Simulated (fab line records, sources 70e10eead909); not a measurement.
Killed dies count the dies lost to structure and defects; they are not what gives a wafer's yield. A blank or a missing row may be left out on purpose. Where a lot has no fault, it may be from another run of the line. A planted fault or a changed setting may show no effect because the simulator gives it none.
Matching of chambers -- flow nand_harc -- 4 sister chambers for NHARC_A_STAIRCASE_TRIM_12 on rie_diel-09
The step chemistry O2, time 211.2 s. 18 wafers are shown with their chamber, then 9 later ones without.

== WAFERS, EACH WITH ITS CHAMBER ==
wafer,chamber,showerhead_plenum_p_Torr (Torr),rf_vpp_V (V),oes_product_au (a.u.)
L074.1,3,3.66,58.8,1.011
L074.3,1,3.56,57.6,0.988
L074.5,2,3.60,57.1,1.004
L077.1,2,3.60,58.4,1.003
L077.5,0,3.42,57.1,0.999
L077.6,1,3.55,57.6,1.009
L079.1,3,3.66,58.0,1.000
L079.2,2,3.59,56.1,1.010
L079.6,2,3.59,58.0,1.001
L081.3,0,3.42,58.3,1.007
L081.4,1,3.55,57.4,0.995
L081.5,2,3.59,58.3,0.996
L083.1,0,3.41,57.6,0.993
L083.5,1,3.54,57.6,0.995
L083.6,2,3.58,57.6,1.010
L084.3,0,3.41,57.2,1.000
L084.4,2,3.58,57.0,0.987
L084.6,1,3.54,57.8,1.004

SIGNATURES (averages over the wafers above)
reading,chamber 0,chamber 1,chamber 2,chamber 3,scatter within a chamber
showerhead_plenum_p_Torr,3.4150,3.5480,3.5900,3.6600,0.00746
rf_vpp_V,57.550,57.600,57.500,58.400,0.619
oes_product_au,0.99975,0.99820,1.00157,1.00550,0.00769
Rule: for a wafer and a chamber, the distance is found by dividing, reading by reading, the gap between the wafer's reading and the chamber's mean by the reading's scatter, squaring, summing and taking the root. If the next closest chamber is less than 2 further off than the closest, the wafer can't be placed; otherwise it belongs to the closest. The scatter: take each reading less its chamber's mean, square it, sum over the shown wafers, divide by the number of wafers less the number of chambers, and take the root.

== WAFERS WITH NO CHAMBER GIVEN ==
wafer,showerhead_plenum_p_Torr (Torr),rf_vpp_V (V),oes_product_au (a.u.)
L086.1,3.53,58.8,0.992
L086.2,3.40,56.4,0.991
L086.4,3.64,58.2,0.996
L094.2,3.57,59.4,1.009
L094.3,3.63,57.6,1.005
L094.4,3.52,56.8,1.013
L095.1,3.52,58.0,0.991
L095.2,3.39,57.6,0.999
L095.3,3.62,59.1,1.010

== EACH ONE'S CHAMBER ==
wafer,from the rows above,in truth
L086.1,1,1
L086.2,0,0
L086.4,3,3
L094.2,can't be placed: 2 or 1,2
L094.3,can't be placed: 3 or 2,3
L094.4,1,1
L095.1,1,1
L095.2,0,0
L095.3,can't be placed: 2 or 3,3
Placed correctly: 6 of 9. These rows do not allow placing 3 (true chamber among the candidates in 3). Placed wrongly: 0.
